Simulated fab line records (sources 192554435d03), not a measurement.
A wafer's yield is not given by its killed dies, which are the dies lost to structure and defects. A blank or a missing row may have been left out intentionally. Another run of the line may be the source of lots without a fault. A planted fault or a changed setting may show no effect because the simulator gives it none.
The same fault as seen by 2 desks || flow n5_finfet || every desk sees just its own numbers, and what lay behind them comes last

== FOR THE TOOL OWNER'S DESK: litho_track-02 ==
The tool's own readings at N5_FIN_CUT_COAT_19 (time 60 s, resist thk 20 nm): means of the sampled wafers that have a number, for each lot that ran on this tool. Any lot whose mean is over 4 standard deviations away from the usual mean is out of limits and marked OUT; that distance is given in the brackets.
Columns: A = dispense_pressure_kPa at N5_FIN_CUT_COAT_19, usual 45.0 kPa; B = heater_power_total_W at N5_FIN_CUT_COAT_19, usual 427.6 W; C = plate_temp_C at N5_FIN_CUT_COAT_19, usual 219.97 C; D = run_length_s at N5_FIN_CUT_COAT_19, usual 66.19 s
{"lot": "L665", "first seen here": "day 3 22:15", "A": 47.6, "B": 427.6, "C": 220.17, "D": 66.16}
{"lot": "L668", "first seen here": "day 4 14:56", "A": 47.7, "B": 425.9, "C": 219.72, "D": 66.10}
{"lot": "L669", "first seen here": "day 4 22:30", "A": 47.6, "B": 429.4, "C": 219.85, "D": 66.08}
{"lot": "L670", "first seen here": "day 5 04:31", "A": 47.6, "B": 427.9, "C": 220.06, "D": 66.08}
{"lot": "L675", "first seen here": "day 6 10:06", "A": 47.6, "B": "437.0 (+4.5) OUT", "C": 220.00, "D": "64.12 (-12) OUT"}
{"lot": "L678", "first seen here": "day 7 05:04", "A": 47.7, "B": 431.8, "C": 220.07, "D": "64.77 (-8.4) OUT"}
This desk's finding: out of limits on L675, L678; first on L675, day 6 10:06 (heater_power_total_W at N5_FIN_CUT_COAT_19). In limits: L665, L668, L669, L670.

== AT THE METROLOGY DESK ==
What the gauges read for every lot (on any tool): the sampled wafers with a number, averaged. Any lot whose mean is over 4 standard deviations away from the usual mean is out of limits and marked OUT; that distance is given in the brackets. 7 of its 11 readings are shown, namely those furthest out on some lot.
Columns: A = cd_nm at N5_FIN_SAQP_CD_MEAS_16, usual 35.5 nm; B = DIBL_N at N5_BEOL_M4_RC_MEAS_101, usual 35.9 mV/V; C = IOFF_P at N5_BEOL_M4_RC_MEAS_101, usual 0.21 nA/um; D = ION_N at N5_BEOL_M4_RC_MEAS_101, usual 672 uA/um; E = ION_P at N5_BEOL_M4_RC_MEAS_101, usual 461 uA/um; F = VT_N at N5_BEOL_M4_RC_MEAS_101, usual 249.3 mV; G = VT_P at N5_BEOL_M4_RC_MEAS_101, usual -250 mV
{"lot": "L658", "first seen here": "day 1 22:37", "A": 35.7, "B": 34.8, "C": 0.24, "D": 681, "E": 475, "F": 249.3, "G": -244}
{"lot": "L663", "first seen here": "day 3 04:44", "A": 35.7, "B": 36.5, "C": 0.19, "D": 675, "E": 454, "F": 250.0, "G": -254}
{"lot": "L665", "first seen here": "day 3 17:42", "A": 35.3, "B": 36.1, "C": 0.21, "D": 673, "E": 468, "F": 249.6, "G": -248}
{"lot": "L668", "first seen here": "day 4 10:17", "A": 35.5, "B": 34.6, "C": 0.19, "D": 660, "E": 457, "F": 250.7, "G": -249}
{"lot": "L669", "first seen here": "day 4 17:01", "A": 35.3, "B": 35.0, "C": 0.18, "D": 666, "E": 452, "F": 252.5, "G": -256}
{"lot": "L670", "first seen here": "day 4 22:15", "A": 36.4, "B": 36.7, "C": 0.22, "D": 683, "E": 464, "F": 246.0, "G": -250}
{"lot": "L675", "first seen here": "day 6 05:28", "A": 35.7, "B": 36.1, "C": 0.24, "D": 672, "E": 466, "F": 247.1, "G": -246}
{"lot": "L678", "first seen here": "day 6 23:49", "A": 35.7, "B": 36.7, "C": 0.17, "D": 660, "E": 447, "F": 250.3, "G": -256}
{"lot": "L680", "first seen here": "day 7 09:56", "A": 35.1, "B": 35.3, "C": 0.21, "D": 673, "E": 458, "F": 248.3, "G": -250}
{"lot": "L681", "first seen here": "day 7 14:53", "A": 35.5, "B": 36.4, "C": 0.20, "D": 673, "E": 459, "F": 251.7, "G": -252}
This desk's finding: nothing out of limits on any of the 10 lots.

== ALL TOGETHER ==
The tool owner's desk could have raised an alarm at day 6 10:06, on L675, L678.
Nothing out of limits was seen by the metrology desk.
The metrology desk holds a record of L675, L678, inside its limits.
On litho_track-02, each named lot ran N5_FIN_CUT_COAT_19.

== WHAT THE SIMULATOR PUT IN ==
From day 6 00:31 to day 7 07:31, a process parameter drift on litho_track-02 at N5_FIN_CUT_COAT_19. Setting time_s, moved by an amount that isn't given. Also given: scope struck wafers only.
Struck lots among those shown: L675, L678.
Delay in hours, fault start to first out-of-limits reading, by desk: the tool owner's desk at 10.
